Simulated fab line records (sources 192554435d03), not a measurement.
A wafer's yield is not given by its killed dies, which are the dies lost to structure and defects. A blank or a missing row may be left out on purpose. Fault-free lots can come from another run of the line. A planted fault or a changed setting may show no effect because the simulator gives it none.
fab line records | flow n5_finfet
[record] lots = 24 | wafers = 72 | last_day = 17
route steps=1938 shown BEOL_M6@1261 BEOL_M7@1286 BEOL_M8@1367 BEOL_M9@1405
lots with no fault: from the same line, run without faults
start_h: hours from the record's opening day to when the first of the lot's shown wafers began | wait_h: hours from the lot's prior step to this one | " as in the row above | L1.1+2: a row that stands for several wafers | - no value, or no start given | * or withheld: withheld | < > ~ a bound
route shown NAME@n: a module of which the file shows steps, and the number in the route of the first | usual: mean and standard deviation over wafers with no fault | same: alike in all rows | chamber/n: place in a boat | sites: readings site by site | _std_site: how widely they spread, as a standard deviation | _edge_site: the outer-site mean with the inner-site mean subtracted | radius_mm: how far each site lies from the wafer's centre | mask NAME#n: copy n | behind: the last tool/chamber to shape the wafer | hold: cause of the lot's hold/its duration in hours/its outcome | device: whichever transistor did not switch (one of n, p or np) | end of line: the tests these same wafers got at the end of their route | where a step has no rows: the recipe by itself | killed: at the first sort, the dies lost to defects and structure; wafer yield is something else | map: a wafer's dies, x killed, . not, _ none there
set.NAME: setting as actually run; set.NAME@STEP: the setting as run at that earlier step | model.NAME: the simulator's own value behind a step, which no gauge read
steps of the route over a sample of lots; a table a step, a row a wafer
services: when a tool's chamber went out of use (start_h, in hours from the record's first day, below 0 if earlier), for how many hours, and the reason
[[steps]]
[step N5_BEOL_M6_RS_MEAS_57]
[recipe] thk_meas_gauge = four-point-probe | reads = Cu_of_BEOL_M6_ECD_50+Co_of_BEOL_M6_CVD_78+TaN_of_BEOL_M6_ALD_77
[usual] M6_RS = 0.283/0.0095
lot.wafer | tool          | chamber | start_h | wait_h | M6_RS[ohm/sq]
L074.1    | film_metro-02 | -       | 176.91  | 0.1    | 0.273
L074.4    | "             | -       | "       | "      | 0.262
L074.6    | "             | -       | "       | "      | 0.285
L075.1    | film_metro-02 | -       | 190.65  | 0.1    | 0.294
L075.2    | "             | -       | "       | "      | 0.279
L075.4    | "             | -       | "       | "      | 0.283
L078.1    | film_metro-01 | -       | 199.10  | 0.1    | 0.272
L078.3    | "             | -       | "       | "      | 0.281
L078.5    | "             | -       | "       | "      | 0.264
L077.2    | film_metro-01 | -       | 203.64  | 0.1    | 0.292
L077.3    | "             | -       | "       | "      | 0.283
L077.4    | "             | -       | "       | "      | 0.287
L076.1    | film_metro-01 | -       | 204.36  | 0.1    | 0.291
L076.3    | "             | -       | "       | "      | 0.294
L076.5    | "             | -       | "       | "      | 0.298
L079.1    | film_metro-02 | -       | 206.10  | 0.1    | 0.286
L079.2    | "             | -       | "       | "      | 0.300
L079.4    | "             | -       | "       | "      | 0.289
L080.2    | film_metro-02 | -       | 217.95  | 0.1    | 0.266
L080.4    | "             | -       | "       | "      | 0.278
L080.5    | "             | -       | "       | "      | 0.276
L081.1    | film_metro-01 | -       | 228.33  | 0.1    | 0.294
L081.5    | "             | -       | "       | "      | 0.285
L081.6    | "             | -       | "       | "      | 0.296
L083.2    | film_metro-01 | -       | 229.88  | 0.1    | 0.291
L083.4    | "             | -       | "       | "      | 0.292
L083.6    | "             | -       | "       | "      | 0.281
L082.1    | film_metro-01 | -       | 234.65  | 0.1    | 0.268
L082.4    | "             | -       | "       | "      | 0.282
L082.6    | "             | -       | "       | "      | 0.275
L084.1    | film_metro-02 | -       | 237.34  | 0.1    | 0.279
L084.2    | "             | -       | "       | "      | 0.283
L084.3    | "             | -       | "       | "      | 0.275
L085.2    | film_metro-01 | -       | 257.36  | 0.1    | 0.293
L085.3    | "             | -       | "       | "      | 0.289
L085.6    | "             | -       | "       | "      | 0.284
L086.3    | film_metro-02 | -       | 263.97  | 0.1    | 0.291
L086.4    | "             | -       | "       | "      | 0.264
L086.6    | "             | -       | "       | "      | 0.290
L087.1    | film_metro-02 | -       | 264.09  | 0.1    | 0.279
L087.2    | "             | -       | "       | "      | 0.283
L087.5    | "             | -       | "       | "      | 0.283
L088.3    | film_metro-01 | -       | 265.58  | 0.1    | 0.272
L088.4    | "             | -       | "       | "      | 0.282
L088.6    | "             | -       | "       | "      | 0.280
L089.1    | film_metro-02 | -       | 266.87  | 0.1    | 0.279
L089.3    | "             | -       | "       | "      | 0.280
L089.4    | "             | -       | "       | "      | 0.285
L090.2    | film_metro-02 | -       | 282.72  | 0.1    | 0.296
L090.5    | "             | -       | "       | "      | 0.278
L090.6    | "             | -       | "       | "      | 0.281
L092.1    | film_metro-01 | -       | 291.13  | 0.1    | 0.285
L092.2    | "             | -       | "       | "      | 0.286
L092.5    | "             | -       | "       | "      | 0.289
L091.1    | film_metro-02 | -       | 291.55  | 0.1    | 0.290
L091.4    | "             | -       | "       | "      | 0.285
L091.5    | "             | -       | "       | "      | 0.292
L093.1    | film_metro-01 | -       | 298.25  | 0.1    | 0.272
L093.3    | "             | -       | "       | "      | 0.281
L093.4    | "             | -       | "       | "      | 0.279
L095.1    | film_metro-02 | -       | 313.47  | 0.1    | 0.272
L095.2    | "             | -       | "       | "      | 0.261
L095.3    | "             | -       | "       | "      | 0.274
L094.2    | film_metro-02 | -       | 316.99  | 0.1    | 0.294
L094.3    | "             | -       | "       | "      | 0.284
L094.6    | "             | -       | "       | "      | 0.294
L096.1    | film_metro-02 | -       | 317.45  | 0.1    | 0.303
L096.4    | "             | -       | "       | "      | 0.293
L096.5    | "             | -       | "       | "      | 0.299
L097.2    | film_metro-02 | -       | 334.60  | 0.1    | 0.288
L097.4    | "             | -       | "       | "      | 0.295
L097.5    | "             | -       | "       | "      | 0.290
[step N5_BEOL_M7_CD_MEAS_18]
[recipe] pitch_nm = 80 | target_cd_nm = 40
[usual] cd_nm = 39.9/0.63
lot.wafer | tool      | chamber | start_h | wait_h | cd_nm
L074.1    | cd_sem-02 | -       | 181.85  | 0.0    | 39.6
L074.4    | "         | -       | "       | "      | 39.1
L074.6    | "         | -       | "       | "      | 39.3
L075.1    | cd_sem-02 | -       | 193.48  | 0.0    | 40.2
L075.2    | "         | -       | "       | "      | 40.3
L075.4    | "         | -       | "       | "      | 40.3
L078.1    | cd_sem-01 | -       | 202.15  | 0.1    | 39.8
L078.3    | "         | -       | "       | "      | 40.0
L078.5    | "         | -       | "       | "      | 39.5
L077.2    | cd_sem-02 | -       | 205.65  | 0.1    | 40.4
L077.3    | "         | -       | "       | "      | 39.9
L077.4    | "         | -       | "       | "      | 39.2
L076.1    | cd_sem-01 | -       | 208.31  | 0.0    | 40.4
L076.3    | "         | -       | "       | "      | 39.7
L076.5    | "         | -       | "       | "      | 39.2
L079.1    | cd_sem-02 | -       | 209.14  | 0.0    | 39.5
L079.2    | "         | -       | "       | "      | 39.6
L079.4    | "         | -       | "       | "      | 39.6
L080.2    | cd_sem-01 | -       | 219.94  | 0.1    | 40.2
L080.4    | "         | -       | "       | "      | 40.1
L080.5    | "         | -       | "       | "      | 39.4
L081.1    | cd_sem-02 | -       | 230.93  | 0.0    | 38.3
L081.5    | "         | -       | "       | "      | 39.7
L081.6    | "         | -       | "       | "      | 38.7
L083.2    | cd_sem-02 | -       | 232.05  | 0.1    | 39.3
L083.4    | "         | -       | "       | "      | 39.5
L083.6    | "         | -       | "       | "      | 39.0
L082.1    | cd_sem-01 | -       | 237.41  | 0.0    | 40.2
L082.4    | "         | -       | "       | "      | 38.8
L082.6    | "         | -       | "       | "      | 39.3
L084.1    | cd_sem-02 | -       | 240.84  | 0.0    | 39.3
L084.2    | "         | -       | "       | "      | 40.0
L084.3    | "         | -       | "       | "      | 40.6
L085.2    | cd_sem-01 | -       | 261.35  | 0.1    | 39.6
L085.3    | "         | -       | "       | "      | 40.2
L085.6    | "         | -       | "       | "      | 39.8
L086.3    | cd_sem-02 | -       | 266.30  | 0.1    | 41.2
L086.4    | "         | -       | "       | "      | 40.5
L086.6    | "         | -       | "       | "      | 41.0
L087.1    | cd_sem-02 | -       | 266.72  | 0.0    | 40.0
L087.2    | "         | -       | "       | "      | 39.9
L087.5    | "         | -       | "       | "      | 40.1
L088.3    | cd_sem-01 | -       | 268.66  | 0.1    | 39.3
L088.4    | "         | -       | "       | "      | 38.7
L088.6    | "         | -       | "       | "      | 39.7
L089.1    | cd_sem-01 | -       | 269.45  | 0.0    | 40.4
L089.3    | "         | -       | "       | "      | 40.7
L089.4    | "         | -       | "       | "      | 39.5
L090.2    | cd_sem-02 | -       | 286.03  | 0.1    | 40.9
L090.5    | "         | -       | "       | "      | 40.8
L090.6    | "         | -       | "       | "      | 40.3
L092.1    | cd_sem-02 | -       | 294.44  | 0.0    | 40.2
L092.2    | "         | -       | "       | "      | 39.5
L092.5    | "         | -       | "       | "      | 38.8
L091.1    | cd_sem-01 | -       | 295.16  | 0.0    | 40.5
L091.4    | "         | -       | "       | "      | 40.5
L091.5    | "         | -       | "       | "      | 41.7
L093.1    | cd_sem-02 | -       | 300.14  | 0.0    | 40.6
L093.3    | "         | -       | "       | "      | 39.7
L093.4    | "         | -       | "       | "      | 39.4
L095.1    | cd_sem-02 | -       | 315.22  | 0.0    | 41.4
L095.2    | "         | -       | "       | "      | 40.3
L095.3    | "         | -       | "       | "      | 40.9
L094.2    | cd_sem-01 | -       | 318.92  | 0.1    | 39.0
L094.3    | "         | -       | "       | "      | 39.0
L094.6    | "         | -       | "       | "      | 39.4
L096.1    | cd_sem-03 | -       | 321.67  | 0.0    | 40.6
L096.4    | "         | -       | "       | "      | 39.7
L096.5    | "         | -       | "       | "      | 40.3
L097.2    | cd_sem-02 | -       | 336.85  | 0.1    | 40.8
L097.4    | "         | -       | "       | "      | 40.3
L097.5    | "         | -       | "       | "      | 40.4
[step N5_BEOL_M7_OVL_MEAS_29]
[recipe] points_per_wafer = 522
[usual] V6_OVL = -0.1/0.62
lot.wafer | tool       | chamber | start_h | wait_h | V6_OVL[nm]
L074.1    | overlay-01 | 0       | 182.31  | 0.0    | 0.3
L074.4    | "          | 0       | "       | "      | -0.4
L074.6    | "          | 0       | "       | "      | -0.5
L075.1    | overlay-01 | 0       | 193.94  | 0.0    | 0.5
L075.2    | "          | 0       | "       | "      | 0.0
L075.4    | "          | 0       | "       | "      | 0.3
L078.1    | overlay-01 | 0       | 202.49  | 0.0    | 0.1
L078.3    | "          | 0       | "       | "      | 0.8
L078.5    | "          | 0       | "       | "      | 0.8
L077.2    | overlay-01 | 0       | 207.34  | 0.0    | -0.5
L077.3    | "          | 0       | "       | "      | -0.4
L077.4    | "          | 0       | "       | "      | 0.8
L076.1    | overlay-01 | 0       | 209.09  | 0.0    | -0.4
L076.3    | "          | 0       | "       | "      | 0.8
L076.5    | "          | 0       | "       | "      | -0.4
L079.1    | overlay-01 | 0       | 210.09  | 0.0    | 0.9
L079.2    | "          | 0       | "       | "      | 0.1
L079.4    | "          | 0       | "       | "      | 0.8
L080.2    | overlay-02 | 0       | 220.46  | 0.0    | -0.1
L080.4    | "          | 0       | "       | "      | -0.6
L080.5    | "          | 0       | "       | "      | -0.6
L081.1    | overlay-01 | 0       | 231.26  | 0.0    | -0.5
L081.5    | "          | 0       | "       | "      | -1.0
L081.6    | "          | 0       | "       | "      | -0.6
L083.2    | overlay-02 | 0       | 232.39  | 0.0    | -0.4
L083.4    | "          | 0       | "       | "      | -1.0
L083.6    | "          | 0       | "       | "      | 0.1
L082.1    | overlay-02 | 0       | 239.17  | 0.0    | -1.0
L082.4    | "          | 0       | "       | "      | -0.6
L082.6    | "          | 0       | "       | "      | -0.2
L084.1    | overlay-02 | 0       | 241.60  | 0.0    | -0.4
L084.2    | "          | 0       | "       | "      | -1.1
L084.3    | "          | 0       | "       | "      | -0.9
L085.2    | overlay-01 | 0       | 261.69  | 0.0    | 0.5
L085.3    | "          | 0       | "       | "      | 1.4
L085.6    | "          | 0       | "       | "      | 0.1
L086.3    | overlay-02 | 0       | 266.99  | 0.0    | 1.3
L086.4    | "          | 0       | "       | "      | 0.8
L086.6    | "          | 0       | "       | "      | 0.2
L087.1    | overlay-01 | 0       | 267.11  | 0.0    | 0.1
L087.2    | "          | 0       | "       | "      | 0.7
L087.5    | "          | 0       | "       | "      | -0.4
L088.3    | overlay-02 | 0       | 269.10  | 0.0    | 0.5
L088.4    | "          | 0       | "       | "      | -0.1
L088.6    | "          | 0       | "       | "      | -0.2
L089.1    | overlay-01 | 0       | 269.98  | 0.0    | -0.5
L089.3    | "          | 0       | "       | "      | -0.3
L089.4    | "          | 0       | "       | "      | 0.0
L090.2    | overlay-01 | 0       | 286.51  | 0.0    | -1.1
L090.5    | "          | 0       | "       | "      | -0.6
L090.6    | "          | 0       | "       | "      | 0.0
L091.1    | overlay-01 | 0       | 302.38  | 0.0    | 0.0
L091.4    | "          | 0       | "       | "      | 0.8
L091.5    | "          | 0       | "       | "      | -0.9
L092.1    | overlay-02 | 0       | 302.55  | 0.0    | 0.0
L092.2    | "          | 0       | "       | "      | -0.5
L092.5    | "          | 0       | "       | "      | 0.3
L093.1    | overlay-02 | 0       | 309.24  | 0.0    | 0.3
L093.3    | "          | 0       | "       | "      | 0.6
L093.4    | "          | 0       | "       | "      | -0.4
L095.1    | overlay-02 | 0       | 317.10  | 0.0    | -0.1
L095.2    | "          | 0       | "       | "      | -0.7
L095.3    | "          | 0       | "       | "      | -0.3
L094.2    | overlay-02 | 0       | 319.48  | 0.0    | 0.0
L094.3    | "          | 0       | "       | "      | -0.2
L094.6    | "          | 0       | "       | "      | -0.2
L096.1    | overlay-01 | 0       | 326.81  | 0.0    | -0.3
L096.4    | "          | 0       | "       | "      | -0.8
L096.5    | "          | 0       | "       | "      | 0.0
L097.2    | overlay-02 | 0       | 338.19  | 0.1    | -0.5
L097.4    | "          | 0       | "       | "      | -0.1
L097.5    | "          | 0       | "       | "      | -0.3
[step N5_BEOL_M8_INSPECT_30]
[recipe] mode = adi | inspect_instrument = brightfield
[usual] raw_defect_count = 379/89
lot.wafer | tool              | chamber | start_h | wait_h | raw_defect_count
L074.1    | defect_inspect-01 | -       | 191.68  | 0.1    | 375
L074.4    | "                 | -       | "       | "      | 215
L074.6    | "                 | -       | "       | "      | 294
L075.1    | defect_inspect-02 | -       | 202.84  | 0.1    | 613
L075.2    | "                 | -       | "       | "      | 632
L075.4    | "                 | -       | "       | "      | 544
L078.1    | defect_inspect-02 | -       | 210.03  | 0.1    | 417
L078.3    | "                 | -       | "       | "      | 351
L078.5    | "                 | -       | "       | "      | 463
L077.2    | defect_inspect-01 | -       | 213.47  | 0.0    | 280
L077.3    | "                 | -       | "       | "      | 494
L077.4    | "                 | -       | "       | "      | 339
L076.1    | defect_inspect-02 | -       | 216.76  | 0.1    | 435
L076.3    | "                 | -       | "       | "      | 536
L076.5    | "                 | -       | "       | "      | 468
L079.1    | defect_inspect-01 | -       | 220.12  | 0.1    | 266
L079.2    | "                 | -       | "       | "      | 504
L079.4    | "                 | -       | "       | "      | 432
L080.2    | defect_inspect-01 | -       | 229.71  | 0.0    | 394
L080.4    | "                 | -       | "       | "      | 585
L080.5    | "                 | -       | "       | "      | 477
L081.1    | defect_inspect-01 | -       | 239.15  | 0.1    | 490
L081.5    | "                 | -       | "       | "      | 399
L081.6    | "                 | -       | "       | "      | 446
L083.2    | defect_inspect-01 | -       | 239.19  | 0.0    | 247
L083.4    | "                 | -       | "       | "      | 290
L083.6    | "                 | -       | "       | "      | 350
L082.1    | defect_inspect-02 | -       | 247.16  | 0.1    | 265
L082.4    | "                 | -       | "       | "      | 356
L082.6    | "                 | -       | "       | "      | 243
L084.1    | defect_inspect-01 | -       | 249.83  | 0.1    | 257
L084.2    | "                 | -       | "       | "      | 299
L084.3    | "                 | -       | "       | "      | 216
L085.2    | defect_inspect-01 | -       | 267.78  | 0.0    | 450
L085.3    | "                 | -       | "       | "      | 417
L085.6    | "                 | -       | "       | "      | 369
L086.3    | defect_inspect-02 | -       | 274.30  | 0.0    | 379
L086.4    | "                 | -       | "       | "      | 364
L086.6    | "                 | -       | "       | "      | 369
L087.1    | defect_inspect-01 | -       | 274.35  | 0.1    | 323
L087.2    | "                 | -       | "       | "      | 329
L087.5    | "                 | -       | "       | "      | 360
L089.1    | defect_inspect-01 | -       | 279.84  | 0.1    | 259
L089.3    | "                 | -       | "       | "      | 249
L089.4    | "                 | -       | "       | "      | 252
L088.3    | defect_inspect-01 | -       | 279.88  | 0.0    | 450
L088.4    | "                 | -       | "       | "      | 521
L088.6    | "                 | -       | "       | "      | 517
L090.2    | defect_inspect-02 | -       | 299.53  | 0.0    | 535
L090.5    | "                 | -       | "       | "      | 407
L090.6    | "                 | -       | "       | "      | 372
L091.1    | defect_inspect-01 | -       | 314.60  | 0.1    | 454
L091.4    | "                 | -       | "       | "      | 416
L091.5    | "                 | -       | "       | "      | 329
L092.1    | defect_inspect-01 | -       | 314.64  | 0.1    | 433
L092.2    | "                 | -       | "       | "      | 373
L092.5    | "                 | -       | "       | "      | 364
L093.1    | defect_inspect-02 | -       | 317.07  | 0.1    | 395
L093.3    | "                 | -       | "       | "      | 328
L093.4    | "                 | -       | "       | "      | 455
L095.1    | defect_inspect-02 | -       | 326.92  | 0.1    | 330
L095.2    | "                 | -       | "       | "      | 332
L095.3    | "                 | -       | "       | "      | 402
L094.2    | defect_inspect-02 | -       | 328.65  | 0.0    | 332
L094.3    | "                 | -       | "       | "      | 413
L094.6    | "                 | -       | "       | "      | 265
L096.1    | defect_inspect-02 | -       | 334.76  | 0.1    | 349
L096.4    | "                 | -       | "       | "      | 302
L096.5    | "                 | -       | "       | "      | 314
L097.2    | defect_inspect-01 | -       | 344.95  | 0.0    | 349
L097.4    | "                 | -       | "       | "      | 356
L097.5    | "                 | -       | "       | "      | 259
[step N5_BEOL_M8_DEP_56]
[recipe] material = SiCN | target_thk_a = 100 | temp_c = withheld | precursor = 3MS/NH3 | pressure_torr = 3 | rf_w = 202 | time_s = 17.5
[usual] showerhead_plenum_p_Torr = 3.666/0.011 | throttle_valve_pct = 9.2/0.48
lot.wafer | tool     | chamber | start_h | wait_h | showerhead_plenum_p_Torr | throttle_valve_pct
L074.1    | pecvd-02 | 0       | 194.78  | 0.0    | 3.665                    | 9.8
L074.4    | "        | 1       | "       | "      | 3.669                    | 9.3
L074.6    | "        | 0       | "       | "      | 3.664                    | 9.6
L075.1    | pecvd-03 | 2       | 205.76  | 0.0    | 3.658                    | 8.6
L075.2    | "        | 1       | "       | "      | 3.673                    | 9.6
L075.4    | "        | 0       | "       | "      | 3.690                    | 9.8
L078.1    | pecvd-03 | 1       | 214.31  | 0.0    | 3.662                    | 10.0
L078.3    | "        | 0       | "       | "      | 3.692                    | 9.5
L078.5    | "        | 2       | "       | "      | 3.664                    | 8.9
L077.2    | pecvd-03 | 1       | 218.02  | 0.0    | 3.669                    | 9.6
L077.3    | "        | 0       | "       | "      | 3.701                    | 9.6
L077.4    | "        | 2       | "       | "      | 3.664                    | 8.8
L076.1    | pecvd-01 | 2       | 220.06  | 0.0    | 3.657                    | 8.3
L076.3    | "        | 1       | "       | "      | 3.659                    | 9.9
L076.5    | "        | 0       | "       | "      | 3.665                    | 9.0
L079.1    | pecvd-02 | 2       | 223.39  | 0.0    | 3.662                    | 8.8
L079.2    | "        | 1       | "       | "      | 3.672                    | 9.3
L079.4    | "        | 0       | "       | "      | 3.661                    | 9.1
L080.2    | pecvd-01 | 0       | 234.27  | 0.0    | 3.664                    | 9.2
L080.4    | "        | 0       | "       | "      | 3.658                    | 9.2
L080.5    | "        | 2       | "       | "      | 3.653                    | 8.0
L081.1    | pecvd-02 | 1       | 242.52  | 0.0    | 3.669                    | 9.2
L081.5    | "        | 1       | "       | "      | 3.670                    | 9.4
L081.6    | "        | 0       | "       | "      | 3.667                    | 9.7
L083.2    | pecvd-02 | 0       | 242.69  | 0.0    | 3.666                    | 9.4
L083.4    | "        | 2       | "       | "      | 3.669                    | 8.7
L083.6    | "        | 0       | "       | "      | 3.666                    | 9.5
L082.1    | pecvd-02 | 1       | 250.34  | 0.0    | 3.663                    | 9.6
L082.4    | "        | 2       | "       | "      | 3.656                    | 8.7
L082.6    | "        | 1       | "       | "      | 3.670                    | 9.6
L084.1    | pecvd-02 | 2       | 253.22  | 0.0    | 3.654                    | 8.7
L084.2    | "        | 1       | "       | "      | 3.671                    | 9.5
L084.3    | "        | 1       | "       | "      | 3.674                    | 9.7
L085.2    | pecvd-03 | 1       | 271.67  | 0.0    | 3.673                    | 9.4
L085.3    | "        | 2       | "       | "      | 3.670                    | 8.8
L085.6    | "        | 2       | "       | "      | 3.667                    | 8.9
L086.3    | pecvd-03 | 0       | 277.01  | 0.0    | 3.704                    | 9.4
L086.4    | "        | 2       | "       | "      | 3.668                    | 9.1
L086.6    | "        | 0       | "       | "      | 3.690                    | 9.7
L087.1    | pecvd-03 | 0       | 277.30  | 0.0    | 3.685                    | 9.8
L087.2    | "        | 1       | "       | "      | 3.664                    | 9.8
L087.5    | "        | 1       | "       | "      | 3.679                    | 9.7
L089.1    | pecvd-02 | 1       | 282.67  | 0.0    | 3.663                    | 9.5
L089.3    | "        | 0       | "       | "      | 3.658                    | 9.2
L089.4    | "        | 2       | "       | "      | 3.657                    | 8.8
L088.3    | pecvd-02 | 2       | 282.92  | 0.0    | 3.661                    | 8.8
L088.4    | "        | 2       | "       | "      | 3.661                    | 8.7
L088.6    | "        | 1       | "       | "      | 3.683                    | 9.6
L090.2    | pecvd-03 | 1       | 302.11  | 0.0    | 3.685                    | 9.4
L090.5    | "        | 2       | "       | "      | 3.671                    | 8.9
L090.6    | "        | 1       | "       | "      | 3.675                    | 9.6
L091.1    | pecvd-01 | 2       | 317.49  | 0.0    | 3.666                    | 8.2
L091.4    | "        | 1       | "       | "      | 3.657                    | 10.0
L091.5    | "        | 0       | "       | "      | 3.662                    | 8.9
L092.1    | pecvd-01 | 2       | 318.17  | 0.0    | 3.663                    | 8.2
L092.2    | "        | 1       | "       | "      | 3.654                    | 9.9
L092.5    | "        | 1       | "       | "      | 3.651                    | 10.0
L093.1    | pecvd-02 | 1       | 320.34  | 0.0    | 3.676                    | 9.1
L093.3    | "        | 2       | "       | "      | 3.651                    | 9.0
L093.4    | "        | 0       | "       | "      | 3.655                    | 9.0
L095.1    | pecvd-02 | 0       | 329.94  | 0.0    | 3.659                    | 9.6
L095.2    | "        | 1       | "       | "      | 3.666                    | 9.4
L095.3    | "        | 2       | "       | "      | 3.657                    | 9.0
L094.2    | pecvd-01 | 0       | 333.20  | 0.0    | 3.662                    | 9.2
L094.3    | "        | 2       | "       | "      | 3.663                    | 8.3
L094.6    | "        | 1       | "       | "      | 3.658                    | 10.1
L096.1    | pecvd-01 | 2       | 338.71  | 0.0    | 3.649                    | 8.6
L096.4    | "        | 2       | "       | "      | 3.653                    | 8.5
L096.5    | "        | 1       | "       | "      | 3.662                    | 10.1
L097.2    | pecvd-02 | 2       | 348.49  | 0.0    | 3.669                    | 9.0
L097.4    | "        | 2       | "       | "      | 3.654                    | 9.0
L097.5    | "        | 0       | "       | "      | 3.663                    | 9.3
[step N5_BEOL_M9_HM_DEP_02]
[recipe] material = TiN | target_thk_a = 200 | temp_c = 25 | chamber_pressure_pa = 0.49996
[usual] throttle_valve_pct = 30.1/0.72
lot.wafer | tool           | chamber | start_h | wait_h | throttle_valve_pct
L074.1    | pvd_sputter-02 | -       | 197.79  | 2.1    | 31.2
L074.4    | "              | -       | "       | "      | 29.1
L074.6    | "              | -       | "       | "      | 30.6
L075.1    | pvd_sputter-01 | -       | 208.01  | 1.4    | 29.6
L075.2    | "              | -       | "       | "      | 30.1
L075.4    | "              | -       | "       | "      | 29.8
L078.1    | pvd_sputter-02 | -       | 217.76  | 2.7    | 31.5
L078.3    | "              | -       | "       | "      | 30.6
L078.5    | "              | -       | "       | "      | 29.1
L077.2    | pvd_sputter-01 | -       | 219.08  | 0.3    | 30.1
L077.3    | "              | -       | "       | "      | 30.7
L077.4    | "              | -       | "       | "      | 30.3
L076.1    | pvd_sputter-02 | -       | 221.78  | 0.9    | 29.3
L076.3    | "              | -       | "       | "      | 30.6
L076.5    | "              | -       | "       | "      | 31.1
L079.1    | pvd_sputter-03 | -       | 226.55  | 2.3    | 31.2
L079.2    | "              | -       | "       | "      | 30.6
L079.4    | "              | -       | "       | "      | 29.6
L080.2    | pvd_sputter-03 | -       | 236.25  | 1.0    | 29.2
L080.4    | "              | -       | "       | "      | 30.4
L080.5    | "              | -       | "       | "      | 29.2
L081.1    | pvd_sputter-03 | -       | 243.34  | 0.0    | 30.3
L081.5    | "              | -       | "       | "      | 29.8
L081.6    | "              | -       | "       | "      | 29.2
L083.2    | pvd_sputter-02 | -       | 245.38  | 1.9    | 29.1
L083.4    | "              | -       | "       | "      | 31.3
L083.6    | "              | -       | "       | "      | 31.4
L082.1    | pvd_sputter-03 | -       | 252.15  | 1.0    | 31.1
L082.4    | "              | -       | "       | "      | 30.0
L082.6    | "              | -       | "       | "      | 30.5
L084.1    | pvd_sputter-03 | -       | 255.51  | 1.5    | 30.3
L084.2    | "              | -       | "       | "      | 29.1
L084.3    | "              | -       | "       | "      | 29.8
L085.2    | pvd_sputter-03 | -       | 274.68  | 2.2    | 29.5
L085.3    | "              | -       | "       | "      | 29.2
L085.6    | "              | -       | "       | "      | 30.6
L087.1    | pvd_sputter-02 | -       | 280.64  | 2.5    | 31.2
L087.2    | "              | -       | "       | "      | 30.5
L087.5    | "              | -       | "       | "      | 29.4
L086.3    | pvd_sputter-01 | -       | 280.72  | 2.4    | 30.2
L086.4    | "              | -       | "       | "      | 30.0
L086.6    | "              | -       | "       | "      | 30.7
L088.3    | pvd_sputter-02 | -       | 284.93  | 1.0    | 29.4
L088.4    | "              | -       | "       | "      | 31.5
L088.6    | "              | -       | "       | "      | 30.7
L089.1    | pvd_sputter-02 | -       | 285.03  | 1.1    | 30.6
L089.3    | "              | -       | "       | "      | 29.0
L089.4    | "              | -       | "       | "      | 31.3
L090.2    | pvd_sputter-01 | -       | 303.05  | 0.0    | 30.1
L090.5    | "              | -       | "       | "      | 30.2
L090.6    | "              | -       | "       | "      | 30.3
L091.1    | pvd_sputter-03 | -       | 318.32  | 0.0    | 29.2
L091.4    | "              | -       | "       | "      | 30.3
L091.5    | "              | -       | "       | "      | 29.2
L092.1    | pvd_sputter-03 | -       | 319.62  | 0.6    | 29.7
L092.2    | "              | -       | "       | "      | 29.1
L092.5    | "              | -       | "       | "      | 31.3
L093.1    | pvd_sputter-01 | -       | 321.17  | 0.1    | 30.5
L093.3    | "              | -       | "       | "      | 30.3
L093.4    | "              | -       | "       | "      | 29.6
L095.1    | pvd_sputter-03 | -       | 332.22  | 1.5    | 30.4
L095.2    | "              | -       | "       | "      | 31.0
L095.3    | "              | -       | "       | "      | 29.5
L094.2    | pvd_sputter-01 | -       | 335.48  | 1.5    | 29.8
L094.3    | "              | -       | "       | "      | 30.1
L094.6    | "              | -       | "       | "      | 30.3
L096.1    | pvd_sputter-02 | -       | 339.71  | 0.2    | 29.3
L096.4    | "              | -       | "       | "      | 28.9
L096.5    | "              | -       | "       | "      | 29.4
L097.2    | pvd_sputter-02 | -       | 350.10  | 0.8    | 29.4
L097.4    | "              | -       | "       | "      | 28.8
L097.5    | "              | -       | "       | "      | 28.9
[[services]]
tool           | chamber | start_h | hours | kind
pecvd-03       | -       | 196.97  | 0.5   | repair
pecvd-01       | 2       | 225.97  | 5.5   | scheduled_down
pecvd-03       | 0       | 232.59  | 2.1   | scheduled_down
pecvd-02       | 0       | 253.03  | 5.5   | scheduled_down
pecvd-01       | 0       | 275.08  | 15.7  | repair
pvd_sputter-02 | -       | 288.44  | 40.3  | repair
pecvd-01       | 0       | 291.87  | 11.2  | repair
pecvd-03       | -       | 343.35  | 14.6  | pm
pecvd-01       | -       | 348.09  | 1.2   | repair
[[key]]
fault none
